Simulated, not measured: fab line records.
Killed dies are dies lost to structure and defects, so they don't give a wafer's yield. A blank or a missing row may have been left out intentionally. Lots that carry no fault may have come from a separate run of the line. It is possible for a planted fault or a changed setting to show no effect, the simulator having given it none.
One fault through the eyes of 2 desks ; flow n5-finfet ; what lay behind the numbers comes last; until then each desk has only its own

== TOOL OWNER'S DESK, litho-track-03 ==
The tool's own readings at N5_BEOL_M4_COAT_76 (time 60 s, resist thk 5 nm): means of the sampled wafers that have a number, for each lot that ran on this tool. A lot is out of limits, marked OUT, if its mean lies more than 4 standard deviations from the usual mean; the brackets give that distance.
Columns: A = dispense-pressure-kPa at N5_BEOL_M4_COAT_76, usual 52 kPa; B = plate-temp-C at N5_BEOL_M4_COAT_76, usual 205.03 C; C = resist-line-temp-C at N5_BEOL_M4_COAT_76, usual 22.99 C; D = spin-speed-rpm at N5_BEOL_M4_COAT_76, usual 1500.2 rpm
lot;first seen here;A;B;C;D
L707;day 7 12:38;51;204.89;23.02;1500.9
L719;day 10 15:32;51;204.90;22.94;1303.6 (-99 or more) OUT
L721;day 10 23:36;51;205.00;22.95;1304.0 (-99 or more) OUT
This desk finds L719, L721 out of limits, L719 being first, at day 10 15:32 (spin-speed-rpm at N5_BEOL_M4_COAT_76). L707: within limits.

== AT THE METROLOGY DESK ==
What the gauges read for every lot (on any tool): the sampled wafers with a number, averaged. A lot is out of limits, marked OUT, if its mean lies more than 4 standard deviations from the usual mean; the brackets give that distance. It has 12 readings; the 7 that lie furthest out on some lot are the ones shown.
Columns: A = M4_ILD_THK at N5_BEOL_M4_THK_MEAS_01, usual 78.7 nm; B = cd-nm at N5_BEOL_M4_CD_MEAS_28, usual 26.18 nm; C = IOFF_N at N5_BEOL_M4_RC_MEAS_101, usual 0.17 nA/um; D = ION_N at N5_BEOL_M4_RC_MEAS_101, usual 681 uA/um; E = ION_P at N5_BEOL_M4_RC_MEAS_101, usual 469 uA/um; F = VT_N at N5_BEOL_M4_RC_MEAS_101, usual 249 mV; G = VT_P at N5_BEOL_M4_RC_MEAS_101, usual -248 mV
lot;first seen here;A;B;C;D;E;F;G
L707;day 7 09:14;79.1;26.40;0.17;677;469;250;-245
L708;day 7 12:37;79.3;26.26;0.14;667;460;252;-250
L710;day 8 04:28;79.5;25.77;0.19;685;464;249;-252
L719;day 10 12:36;77.6;26.38;0.19;681;465;249;-248
L721;day 10 20:31;79.4;26.05;0.17;674;466;250;-250
L720;day 11 00:08;78.2;26.40;0.18;686;477;249;-247
L724;day 11 17:16;78.6;25.75;0.15;661;457;251;-251
L726;day 12 11:23;78.6;26.26;0.23;694;471;245;-248
L730;day 13 01:44;77.4;26.08;0.16;676;465;250;-248
Result from this desk: across the 9 lots, nothing is out of limits.

== BROUGHT TOGETHER ==
At day 10 15:32, on L719, L721, the tool owner's desk was in a position to raise an alarm.
Nothing out of limits was seen by the metrology desk.
The metrology desk holds a record of L719, L721, inside its limits.
N5_BEOL_M4_COAT_76 was run on litho-track-03 by each of the lots named.

== WHAT THE SIMULATOR HAD INSERTED ==
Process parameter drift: litho-track-03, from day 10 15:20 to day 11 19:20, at N5_BEOL_M4_COAT_76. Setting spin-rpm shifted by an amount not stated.
Shown lots that were struck: L719, L721.
Hours from the fault's start to each desk's first reading out of limits: the tool owner's desk, 0.
